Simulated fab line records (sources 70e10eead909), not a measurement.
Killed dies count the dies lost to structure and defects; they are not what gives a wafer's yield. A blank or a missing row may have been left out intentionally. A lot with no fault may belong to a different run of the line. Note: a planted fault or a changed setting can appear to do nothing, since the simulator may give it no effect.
Struck lot and sound lot, side by side    flow nandHarc    16 steps out of a route of 1302
Sound: these wafers, L231.2, L231.3, L231.6. Struck: wafers L237.1, L237.4, L237.5. The cause is named last.
For every step that has rows: the tool of each side, followed by ch and its chambers, followed by its first start. Under that, the readings that differ: sound wafers    struck wafers    difference of the means    sigmas: that difference in standard deviations of wafers without a fault.
alike: readings with means less than 2 such deviations apart, plus words and numbers identical on both sides. not compared: withheld readings, readings lacking a value on some wafer, bounds such as >300 that could conceal the same value, and numbers that have no deviation in the record and whose values overlap.
A row with sigmas, a row that says differs or no value, or rows on one side alone: a step with any of these is where the two part. Numbers that have no deviation but don't overlap get no sigmas and don't part them. A reading that every wafer of one side lacks parts them only if that side has two wafers or more.

first, 1 step without rows for these wafers: NHARC_A_BLC_ETCH_16 (etches the open film in CF4, target depth 39 nm, time 65 s).
NHARC_A_BLC_ETCH_17: etches the open film in N2/H2, target depth 390 nm, time 609.38 s.
  sound: rieDiel-06 ch 1,2,3; struck: rieDiel-06 ch 0,3
  alike: biasW, drypumpMotorCurrentA, oesProductAu, rfVppV, showerheadPlenumPTorr, throttleValvePct
  not compared: rfHoursCounterH
NHARC_A_BLC_ETCH_18: etches the open film in C4F8/O2/Ar, target depth 910 nm.
  sound: rieDiel-06 ch 0,1,2; struck: rieDiel-06 ch 0,2
  alike: biasW, oesProductAu, rfVppV
  not compared: rfHoursCounterH
NHARC_A_BLC_CD_MEAS_19:
  sound: cdSem-02 at day 23 13:00; struck: cdSem-03 at day 26 16:16
  alike: cdNm
then, 3 steps without rows for these wafers: NHARC_A_BLC_STRIP_29 (strips in CF4); NHARC_A_BLC_STRIP_21 (strips in O2); NHARC_A_BLC_STRIP_22 (strips in post etch residue remover, time 600 s).
NHARC_A_BLC_DEGAS_30: time 60 s.
  sound: pvdSputter-02 at day 23 13:38; struck: pvdSputter-02 at day 26 16:52
  alike: heaterPowerW
then, 1 step without rows for these wafers: NHARC_A_BLC_PRE_CLEAN_31 (time 15 s).
NHARC_A_BLC_PVD_32: deposits Ti, target thk 5 nm, time 17.7 s.
  sound on pvdSputter-02; struck on pvdSputter-02
  alike: throttleValvePct
then, 1 step without rows for these wafers: NHARC_A_BLC_ALD_23 (deposits TiN, target thk 3 nm, pulse time 1 s, ald cycles 150).
NHARC_A_BLC_CVD_24: deposits W, target thk 150 nm, time 434 s.
  sound: cvdW-01 ch 0,1; struck: cvdW-01 ch 1
  alike: heaterPowerW, throttleValvePct
NHARC_A_BLC_CMP_25: polishes, t overpolish 30 s, target thk 150 nm.
  sound on cmp-01 ch 0,3, day 23 14:38; struck on cmp-02 ch 0,3, day 26 17:53
  no value came back on the struck wafers for edgeZonePressureFrac, motorCurrentA (A), overpolishRunS (s), timeToEndpointS (s); on the sound wafers edgeZonePressureFrac reads 1.000 0.996 0.987
then, 1 step without rows for these wafers: NHARC_A_BLC_SRD_27.
NHARC_A_BLC_INSPECT_28:
  sound: defectInspect-02 at day 23 15:02; struck: defectInspect-01 at day 26 18:17
reading         sound        struck          difference  sigmas
rawDefectCount  425 576 608  6581 6768 6638  +6126       +61
NHARC_END_SORT_01:
  only the struck wafers appear in the record here, on prober-01 ch 0 at day 28 11:52; the sound ones have no rows

== WHERE THEY PART ==
Last at NHARC_END_SORT_01 as far as this record goes, first at NHARC_A_BLC_CMP_25.

WHY: what had been put in by the simulator
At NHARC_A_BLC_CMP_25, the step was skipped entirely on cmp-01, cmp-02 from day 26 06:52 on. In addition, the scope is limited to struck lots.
